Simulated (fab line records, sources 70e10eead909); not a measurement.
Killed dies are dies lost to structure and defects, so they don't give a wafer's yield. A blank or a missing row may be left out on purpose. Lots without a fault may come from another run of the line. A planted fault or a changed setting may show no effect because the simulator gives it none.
fab line records | flow nand_harc
record lots=12 wafers=36 last_day=23
route steps=1159 shown A_M1@1057 A_BONDPAD@1077 END@1159
lots that met no fault: from a run of the same line without faults
start_h: hours from the record's first day to the start of the lot's first wafer shown | wait_h: hours since the lot's step before | " the same as in the row above | L1.1+2: a row that stands for several wafers | - no value, or no start given | * or withheld: withheld | < > ~ a bound
route shown NAME@n: a module of which the file shows steps, and the number in the route of the first | usual: mean/standard deviation of fault-free wafers | same: alike in all rows | chamber/n: place in a boat | sites: the reading at each site | _std_site: their standard deviation | _edge_site: outer sites' mean less inner sites' | radius_mm: how far each site lies from the wafer's centre | mask NAME#n: copy n | behind: the tool/chamber that last shaped the wafer | hold: why the lot was held/for how many hours/how that ended | device: the transistor (n, p or np) that didn't switch | end of line: the same wafers' tests at the end of the route | a step without rows: its recipe alone | killed: dies lost to structure and defects at the first sort, not the wafer's yield | map: a wafer's dies, x killed, . not, _ none there
set.NAME: the setting as run; set.NAME@STEP: as run at that earlier step | model.NAME: the simulator's own value behind a step, which no gauge read
steps of the route over a sample of lots; a table a step, a row a wafer
services: from which hour (start_h, from the record's first day; less than 0 if before it) a tool's chamber was out of use, for how many hours, and why
## steps
# step NHARC_A_M1_PRE_CLEAN_32
# recipe time_s=12 temp_c=370 rf_power_w=300 gas=NH3
# usual heater_power_w=634/67
# columns lot.wafer tool chamber start_h wait_h heater_power_w
L556.1 pecvd-02 1 420.51 0.5 506
L556.2 " 2 " " 581
L556.6 " 2 " " 579
L560.2 pecvd-02 1 421.03 0.6 524
L560.1 " 2 " " 670
L560.5 " 2 " " 630
L558.1 pecvd-02 2 422.18 0.2 600
L558.5 " 2 " " 602
L558.4 " 1 " " 549
L562.1 pecvd-02 1 434.56 0.1 581
L562.6 " 2 " " 640
L562.4 " 0 " " 731
L563.1 pecvd-02 0 466.17 0.1 660
L563.2 " 1 " " 583
L563.5 " 0 " " 664
L569.3 pecvd-01 2 470.22 0.1 554
L569.1 " 1 " " 632
L569.5 " 0 " " 574
L568.1 pecvd-01 2 471.13 0.1 524
L568.2 " 0 " " 619
L568.4 " 0 " " 614
L571.4 pecvd-04 2 484.45 0.1 695
L571.6 " 0 " " 697
L571.5 " 1 " " 702
L575.3 pecvd-02 1 508.81 0.1 602
L575.1 " 2 " " 559
L575.2 " 0 " " 638
L574.1 pecvd-02 0 510.81 0.1 708
L574.3 " 2 " " 650
L574.5 " 0 " " 720
L577.3 pecvd-02 0 513.86 0.1 628
L577.6 " 1 " " 579
L577.5 " 0 " " 619
L576.3 pecvd-01 1 517.78 0.1 639
L576.4 " 1 " " 626
L576.6 " 0 " " 618
# step NHARC_A_BONDPAD_ETCH_12
# recipe target_depth_a=2200 time_s=110 chf3_flow_sccm=50 o2_flow_sccm=10 ar_flow_sccm=200 rf_w=500 bias_w=200 chemistry=CHF3/O2
# usual bias_w=200.0/0.63 chamber_pressure_mTorr=25.002/0.027 drypump_motor_current_A=5.4/0.47 mfc_ar_sccm=200.0/0.63 oes_product_au=0.953/0.025 rf_vpp_V=369.2/1.5 showerhead_plenum_p_Torr=2.34/0.065 throttle_valve_pct=20.573/0.0095
# columns lot.wafer tool chamber start_h wait_h bias_w chamber_pressure_mTorr drypump_motor_current_A mfc_ar_sccm oes_product_au rf_hours_counter_h rf_vpp_V showerhead_plenum_p_Torr throttle_valve_pct
L556.1 rie_diel-09 0 423.12 - 200.1 25.039 4.9 200.3 0.951 5 367.9 2.26 20.570
L556.2 " 3 " " 199.8 24.991 5.1 200.3 0.984 6 368.4 2.33 20.581
L556.6 " 1 " " 200.2 25.038 6.1 199.8 0.966 - 370.2 2.41 20.570
L560.1 rie_diel-03 3 423.40 - 199.8 25.018 5.6 199.4 0.934 3 367.7 2.24 20.574
L560.2 " 1 " " 199.9 25.036 5.7 199.4 0.927 3 371.4 2.44 20.573
L560.5 " 3 " " 199.0 25.032 5.6 199.1 0.930 - 368.0 2.24 20.567
L558.1 rie_diel-09 3 424.38 - 200.1 24.983 5.1 199.4 0.930 6 371.0 2.33 20.574
L558.4 " 0 " " 199.1 25.014 4.9 198.9 0.922 5 366.7 2.26 20.556
L558.5 " 2 " " 199.3 25.028 5.0 200.3 0.917 - 369.4 2.38 20.559
L562.1 rie_diel-03 1 436.86 - 200.0 24.953 5.7 200.2 0.921 7 371.4 2.44 20.577
L562.4 " 2 " " 199.1 25.020 5.3 200.8 0.930 6 368.7 2.27 20.571
L562.6 " 0 " " 200.5 24.986 6.3 199.2 0.922 - 367.9 2.31 20.568
L563.2 rie_diel-09 2 468.41 - 199.0 25.000 5.0 199.8 0.962 1 370.5 2.38 20.555
L563.1 " 3 " " 200.5 25.055 5.1 199.9 0.974 1 369.6 2.33 20.570
L563.5 " 3 " " 199.3 24.839 5.2 200.7 0.969 - 370.1 2.33 20.565
L569.1 rie_diel-09 0 472.37 - 200.1 24.973 4.9 200.8 0.962 2 365.6 2.26 20.567
L569.3 " 2 " " 199.7 24.997 5.0 198.9 0.951 1 369.4 2.38 20.584
L569.5 " 1 " " 199.9 24.994 6.0 200.0 0.947 - 369.9 2.41 20.580
L568.1 rie_diel-09 2 473.25 - - - - - - - - - -
L568.4 " 3 " " - - - - - - - - -
L568.2 " 1 " " - - - - - - - - -
L571.4 rie_diel-09 2 486.57 - - - - - - - - - -
L571.5 " 1 " " - - - - - - - - -
L571.6 " 2 " " - - - - - - - - -
L575.3 rie_diel-09 2 511.06 - 199.9 25.000 5.0 199.9 0.980 3 369.4 2.38 20.579
L575.1 " 3 " " 200.3 24.992 5.1 199.7 0.976 3 368.7 2.33 20.569
L575.2 " 0 " " 200.3 25.032 5.0 200.5 0.957 3 367.8 2.26 20.574
L574.3 rie_diel-09 1 513.08 - 200.9 24.987 6.0 199.5 0.984 3 370.1 2.40 20.582
L574.1 " 3 " " 201.4 25.037 5.1 198.5 0.967 3 369.6 2.33 20.578
L574.5 " 1 " " 200.3 25.001 6.1 199.2 0.985 - 370.0 2.40 20.585
L577.3 rie_diel-09 3 516.22 - 199.7 24.981 5.1 200.6 0.962 3 367.7 2.33 20.575
L577.5 " 3 " " 200.8 25.020 5.1 200.0 0.953 - 369.9 2.32 20.576
L577.6 " 0 " " 199.7 25.018 4.9 199.2 0.963 - 368.2 2.25 20.585
L576.3 rie_diel-09 0 519.90 - 200.2 25.021 4.9 199.2 0.965 3 368.2 2.25 20.586
L576.4 " 3 " " 200.2 25.006 5.2 200.2 0.971 3 369.9 2.32 20.581
L576.6 " 0 " " 200.2 24.980 4.9 199.2 0.967 - 367.4 2.25 20.577
# step NHARC_A_BONDPAD_PRE_CLEAN_26
# recipe time_s=30 temp_c=280 gas=H2/He
# usual heater_power_w=430/47
# columns lot.wafer tool chamber start_h wait_h heater_power_w
L556.1 pvd_sputter-02 - - - 357
L556.2 " - " " 461
L556.6 " - " " 353
L560.1 pvd_sputter-03 - - - 416
L560.2 " - " " 367
L560.5 " - " " 420
L558.4 pvd_sputter-02 - - - 361
L558.1 " - " " 445
L558.5 " - " " 465
L562.4 pvd_sputter-01 - - - 404
L562.1 " - " " 448
L562.6 " - " " 430
L563.1 pvd_sputter-01 - - - 435
L563.2 " - " " 456
L563.5 " - " " 423
L569.1 pvd_sputter-02 - - - 449
L569.3 " - " " 471
L569.5 " - " " 357
L568.2 pvd_sputter-02 - - - 460
L568.1 " - " " 540
L568.4 " - " " 351
L571.4 pvd_sputter-02 - - - 542
L571.5 " - " " 455
L571.6 " - " " 357
L575.3 pvd_sputter-02 - - - 452
L575.1 " - " " 443
L575.2 " - " " 552
L574.3 pvd_sputter-03 - - - 358
L574.1 " - " " 398
L574.5 " - " " 407
L577.3 pvd_sputter-03 - - - 411
L577.6 " - " " 370
L577.5 " - " " 422
L576.3 pvd_sputter-02 - - - 354
L576.4 " - " " 521
L576.6 " - " " 445
# step NHARC_A_BONDPAD_ANNEAL_28
# recipe temp_c=225 time_s=90
# usual anneal_temp_c_max=226.8/0.68 wafer_temp_C_max=225.97/0.21
# columns lot.wafer tool chamber start_h wait_h anneal_temp_c_max wafer_temp_C_max
L556.1 rtp_anneal-02 0 424.73 - 226.0 225.83
L556.2 " 0 " " 226.2 226.46
L556.6 " 0 " " 226.0 225.96
L560.1 rtp_anneal-02 0 425.05 0.3 226.1 226.02
L560.2 " 0 " " 226.0 226.28
L560.5 " 0 " " 226.3 226.25
L558.1 rtp_anneal-01 0 426.34 0.3 227.9 225.98
L558.4 " 0 " " 228.0 225.59
L558.5 " 0 " " 227.1 225.82
L562.1 rtp_anneal-01 0 438.39 0.4 227.1 226.01
L562.4 " 0 " " 228.0 225.75
L562.6 " 0 " " 227.0 226.27
L563.1 rtp_anneal-01 0 469.91 0.3 226.7 226.02
L563.2 " 0 " " 228.1 226.08
L563.5 " 0 " " 227.0 226.34
L569.1 rtp_anneal-02 0 473.90 - 225.9 226.21
L569.3 " 0 " " 226.0 226.18
L569.5 " 0 " " 226.0 225.61
L568.1 rtp_anneal-02 0 474.83 0.3 225.9 226.01
L568.2 " 0 " " 226.0 225.89
L568.4 " 0 " " 226.3 225.90
L571.4 rtp_anneal-01 0 488.28 0.4 227.5 225.96
L571.5 " 0 " " 227.5 225.56
L571.6 " 0 " " 227.4 225.96
L575.1 rtp_anneal-02 0 512.59 0.3 226.2 225.94
L575.2 " 0 " " 226.0 225.91
L575.3 " 0 " " 226.0 225.72
L574.1 rtp_anneal-01 0 514.78 0.5 227.5 225.95
L574.3 " 0 " " 227.1 225.79
L574.5 " 0 " " 227.2 225.69
L577.3 rtp_anneal-01 0 517.93 - 227.1 225.97
L577.5 " 0 " " 227.5 225.90
L577.6 " 0 " " 227.1 226.01
L576.3 rtp_anneal-02 0 521.51 - 226.0 225.83
L576.4 " 0 " " 226.0 226.05
L576.6 " 0 " " 225.9 225.90
# step NHARC_END_SORT_01
# recipe temp_c=25
# usual defect_limited_yield=95.1/1.3 killed_at_array=29/8.4 killed_at_other=0.7/1.2 killed_at_periphery=3.8/2.1 killed_dies=33/9 killed_open=3.4/2 killed_short=2.1/1.4 sort_bin_2_pct=1.5/0.56 sort_bin_3_pct=0.26/0.2 sort_bin_4_pct=3.1/0.91 sort_n_pass=644/9 sort_rim_yield_pct=96.2/2.2 sort_yield_pct=95.1/1.3
# same gross_dies=677 sort_bin_5_pct[%]=0 sort_bin_6_pct[%]=0 sort_bin_7_pct[%]=0 sort_bin_8_pct[%]=0 sort_rim_n_gross=106.00
# columns lot.wafer tool chamber start_h wait_h defect_limited_yield[%] killed_at_array killed_at_other killed_at_periphery killed_dies killed_open killed_short sort_bin_2_pct[%] sort_bin_3_pct[%] sort_bin_4_pct[%] sort_n_pass sort_rim_yield_pct[%] sort_yield_pct[%]
L556.1 prober-01 0 487.65 2.5 93.9 33 0 8 41 5 2 2.2 0.15 3.7 636 94.3 93.9
L556.2 prober-01 0 488.46 2.8 95.0 29 0 5 34 5 1 1.9 0 3.1 643 94.3 95.0
L556.6 prober-01 0 491.68 4.0 95.3 29 0 3 32 1 2 2.2 0.30 2.2 645 96.2 95.3
L568.1 prober-01 0 526.72 2.5 0 672 3 2 677 3 0 97.2 0 2.8 0 0 0
L568.2 prober-01 0 527.53 2.8 0 676 0 1 677 1 0 97.0 0 3.0 0 0 0
L568.4 prober-01 0 529.15 3.4 0 674 2 1 677 3 2 96.3 0.15 3.5 0 0 0
L571.4 prober-02 0 536.85 3.4 0 676 0 1 677 1 0 97.3 0 2.7 0 0 0
L571.5 prober-02 0 537.65 3.7 0 674 0 3 677 3 2 97.2 0.15 2.7 0 0 0
L571.6 prober-02 0 538.45 4.0 0 674 0 3 677 4 4 96.2 0.74 3.1 0 0 0
L575.1 prober-02 0 550.04 2.5 96.8 18 2 2 22 1 3 1.5 0 1.8 655 96.2 96.8
L575.2 prober-02 0 550.83 2.8 94.8 30 0 5 35 5 5 1.5 0.15 3.5 642 96.2 94.8
L575.3 prober-02 0 551.61 3.1 96.2 21 3 2 26 4 1 1.2 0 2.7 651 98.1 96.2
L574.1 prober-01 0 550.26 2.5 93.9 39 2 0 41 2 2 1.5 0.30 4.3 636 90.6 93.9
L574.3 prober-01 0 551.88 3.1 92.6 45 1 4 50 3 1 2.5 0.15 4.7 627 93.4 92.6
L574.5 prober-01 0 553.50 3.7 92.2 50 0 3 53 4 1 3.1 0.44 4.3 624 96.2 92.2
L577.3 prober-01 0 559.69 3.1 92.8 40 1 8 49 2 5 0.7 1.03 5.5 628 96.2 92.8
L577.5 prober-01 0 561.28 3.7 94.4 33 1 4 38 4 2 1.5 0.59 3.5 639 96.2 94.4
L577.6 prober-01 0 562.08 4.0 93.6 35 1 7 43 4 3 2.4 0.30 3.7 634 96.2 93.6
# killed by level:class
L556.1 A_CHANNEL_HOLE_D1:chamber_film_flake=12 A_SLIT:chamber_film_flake=8 A_STAIRCASE:chamber_film_flake=4 A_CONTACT:chamber_film_flake=4 P_M0:chamber_film_flake=2 P_M1:chamber_film_flake=2 A_CHANNEL_FILL_D1:chamber_film_flake=2 P_GATE:geometric_particle:open=1
L556.2 A_SLIT:chamber_film_flake=11 A_CHANNEL_HOLE_D1:chamber_film_flake=7 A_STAIRCASE:chamber_film_flake=3 P_M0:chamber_film_flake=2 A_CHANNEL_FILL_D1:chamber_film_flake=2 A_CONTACT:chamber_film_flake=2 P_M0:geometric_particle:short=1 P_M1:geometric_particle:open=1
L556.6 A_CHANNEL_HOLE_D1:chamber_film_flake=10 A_SLIT:chamber_film_flake=10 A_STAIRCASE:chamber_film_flake=4 A_CONTACT:chamber_film_flake=3 A_WL_FILL:geometric_particle:short=2 P_M1:chamber_film_flake=2 P_GATE:geometric_particle:open=1
L568.1 A_BONDPAD:area_etch=650 A_CHANNEL_HOLE_D1:chamber_film_flake=12 A_CONTACT:chamber_film_flake=6 THIN_TSV:chamber_film_flake=3 A_ONON_D1:geometric_particle:open=1 A_WL_FILL:geometric_particle:open=1 A_BLC:geometric_particle:open=1 P_GATE:chamber_film_flake=1
L568.2 A_BONDPAD:area_etch=647 A_CHANNEL_HOLE_D1:chamber_film_flake=20 A_CONTACT:chamber_film_flake=4 A_STAIRCASE:chamber_film_flake=2 A_ONON_D1:geometric_particle:open=1 P_ZERO_WELL:chamber_film_flake=1 A_WL_FILL:chamber_film_flake=1 A_M0:chamber_film_flake=1
L568.4 A_BONDPAD:area_etch=644 A_CHANNEL_HOLE_D1:chamber_film_flake=17 A_STAIRCASE:chamber_film_flake=3 A_CONTACT:chamber_film_flake=3 A_ONON_D1:geometric_particle:open=2 A_WL_FILL:geometric_particle:short=2 THIN_TSV:chamber_film_flake=2 A_BLC:geometric_particle:open=1
L571.4 A_BONDPAD:area_etch=650 A_CHANNEL_HOLE_D1:chamber_film_flake=20 A_STAIRCASE:chamber_film_flake=2 A_BLC:chamber_film_flake=2 A_CHANNEL_FILL_D1:geometric_particle:open=1 P_STI:chamber_film_flake=1 A_WL_FILL:chamber_film_flake=1
L571.5 A_BONDPAD:area_etch=648 A_CHANNEL_HOLE_D1:chamber_film_flake=16 A_M1:chamber_film_flake=3 A_STAIRCASE:chamber_film_flake=2 P_CONTACT:geometric_particle:open=1 P_M0:geometric_particle:open=1 A_CHANNEL_FILL_D1:geometric_particle:short=1 A_SGD_CUT:geometric_particle:short=1
L571.6 A_BONDPAD:area_etch=639 A_CHANNEL_HOLE_D1:chamber_film_flake=21 A_STAIRCASE:chamber_film_flake=3 A_WL_FILL:geometric_particle:open=2 A_ZERO_WELL:chamber_film_flake=2 A_M1:chamber_film_flake=2 P_CONTACT:geometric_particle:short=1 P_M1:geometric_particle:short=1
L575.1 A_CHANNEL_HOLE_D1:chamber_film_flake=10 A_STAIRCASE:chamber_film_flake=3 A_CONTACT:chamber_film_flake=2 THIN_TSV:chamber_film_flake=2 P_CONTACT:geometric_particle:short=1 P_M1:geometric_particle:short=1 A_CHANNEL_HOLE_D1:geometric_particle:open=1 A_M0:geometric_particle:short=1
L574.1 A_CHANNEL_HOLE_D1:chamber_film_flake=24 A_SLIT:chamber_film_flake=5 A_STAIRCASE:chamber_film_flake=3 A_CONTACT:chamber_film_flake=3 A_ONON_D1:geometric_particle:open=1 A_CONTACT:geometric_particle:short=1 A_CONTACT:geometric_particle:open=1 A_BLC:geometric_particle:short=1
L575.2 A_CHANNEL_HOLE_D1:chamber_film_flake=10 A_STAIRCASE:chamber_film_flake=7 A_WL_FILL:chamber_film_flake=3 A_CONTACT:chamber_film_flake=2 P_GATE:geometric_particle:open=1 P_CONTACT:geometric_particle:open=1 P_M0:geometric_particle:short=1 A_SGD_CUT:geometric_particle:short=1
L575.3 A_CHANNEL_HOLE_D1:chamber_film_flake=10 A_STAIRCASE:chamber_film_flake=3 A_CHANNEL_FILL_D1:geometric_particle:open=2 P_GATE:chamber_film_flake=2 THIN_TSV:chamber_film_flake=2 A_SGD_CUT:geometric_particle:open=1 A_CONTACT:geometric_particle:open=1 A_CONTACT:geometric_particle:short=1
L574.3 A_CHANNEL_HOLE_D1:chamber_film_flake=20 A_SLIT:chamber_film_flake=16 A_CONTACT:chamber_film_flake=5 P_GATE:chamber_film_flake=2 A_STAIRCASE:chamber_film_flake=2 P_CONTACT:geometric_particle:open=1 A_ONON_D1:geometric_particle:open=1 A_WL_FILL:geometric_particle:open=1
L574.5 A_CHANNEL_HOLE_D1:chamber_film_flake=20 A_SLIT:chamber_film_flake=18 A_CONTACT:chamber_film_flake=5 A_STAIRCASE:chamber_film_flake=4 A_M1:geometric_particle:open=2 P_GATE:geometric_particle:short=1 P_CONTACT:geometric_particle:open=1 A_ONON_D1:geometric_particle:open=1
L577.3 A_SLIT:chamber_film_flake=20 A_CHANNEL_HOLE_D1:chamber_film_flake=14 P_ZERO_WELL:chamber_film_flake=2 P_GATE:chamber_film_flake=2 A_CONTACT:chamber_film_flake=2 P_CONTACT:geometric_particle:short=1 P_M1:geometric_particle:short=1 P_BONDPAD:geometric_particle:short=1
L577.5 A_SLIT:chamber_film_flake=17 A_CHANNEL_HOLE_D1:chamber_film_flake=7 A_CONTACT:chamber_film_flake=3 P_CONTACT:geometric_particle:short=1 P_CONTACT:geometric_particle:open=1 A_CHANNEL_FILL_D1:geometric_particle:short=1 A_STAIRCASE:geometric_particle:open=1 A_SGD_CUT:geometric_particle:open=1
L577.6 A_SLIT:chamber_film_flake=21 A_CHANNEL_HOLE_D1:chamber_film_flake=8 P_CONTACT:geometric_particle:open=2 P_GATE:chamber_film_flake=2 A_CONTACT:chamber_film_flake=2 P_GATE:geometric_particle:open=1 P_M0:geometric_particle:open=1 A_ONON_D1:geometric_particle:short=1
## services
# columns tool chamber start_h hours kind
pvd_sputter-02 - 397.22 10.0 pm
rie_diel-03 2 397.34 8.3 repair
rie_diel-09 2 408.98 4.2 repair
rie_diel-09 0 410.39 - clean
rie_diel-09 1 410.39 - clean
rie_diel-09 3 410.39 - clean
pecvd-01 - 418.19 13.0 pm
rie_diel-09 - 431.38 9.0 pm
rie_diel-09 0 431.38 9.0 vent_cycle
rie_diel-09 1 431.38 9.0 vent_cycle
rie_diel-09 2 431.38 9.0 vent_cycle
rie_diel-09 3 431.38 9.0 vent_cycle
rie_diel-09 0 440.38 - clean
rie_diel-09 1 440.38 - clean
rie_diel-09 2 440.38 - clean
rie_diel-09 3 440.38 - clean
pecvd-02 1 447.46 7.7 repair
pvd_sputter-03 - 458.00 10.0 pm
rie_diel-03 - 458.90 0.2 repair
rie_diel-09 0 464.88 - clean
pecvd-02 2 513.38 3.7 repair
pvd_sputter-01 - 514.01 10.0 pm
pecvd-02 - 515.69 13.0 pm
pvd_sputter-02 - 516.20 1.8 repair
## key
first_sign step=NHARC_A_BONDPAD_ETCH_12 reading=tool_record direction=missing
effect step=NHARC_END_SORT_01 reading=sort_bin_2_pct direction=up sigmas=99+ usual=1.5 struck=96.9
more_kills_born_at NHARC_A_BONDPAD_ETCH_12@rie_diel-09=3878
met_at NHARC_A_BONDPAD_ETCH_12
struck_lots L568,L571
later_rows_left_out L568.1,L568.2,L568.4,L571.4,L571.5,L571.6
not_acting_at NHARC_A_M1_PRE_CLEAN_32,NHARC_A_BONDPAD_PRE_CLEAN_26,NHARC_A_BONDPAD_ANNEAL_28
onset_between 472.37 473.25
fault kind=skipped_step_whole tool=rie_diel-09 chamber=- onset_h=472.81 steps=NHARC_A_BONDPAD_ETCH_12 scope=struck_lots_only
# later_rows_left_out: the simulator's readings of these wafers behind a module that went badly wrong aren't trusted and aren't shown, but for the sort
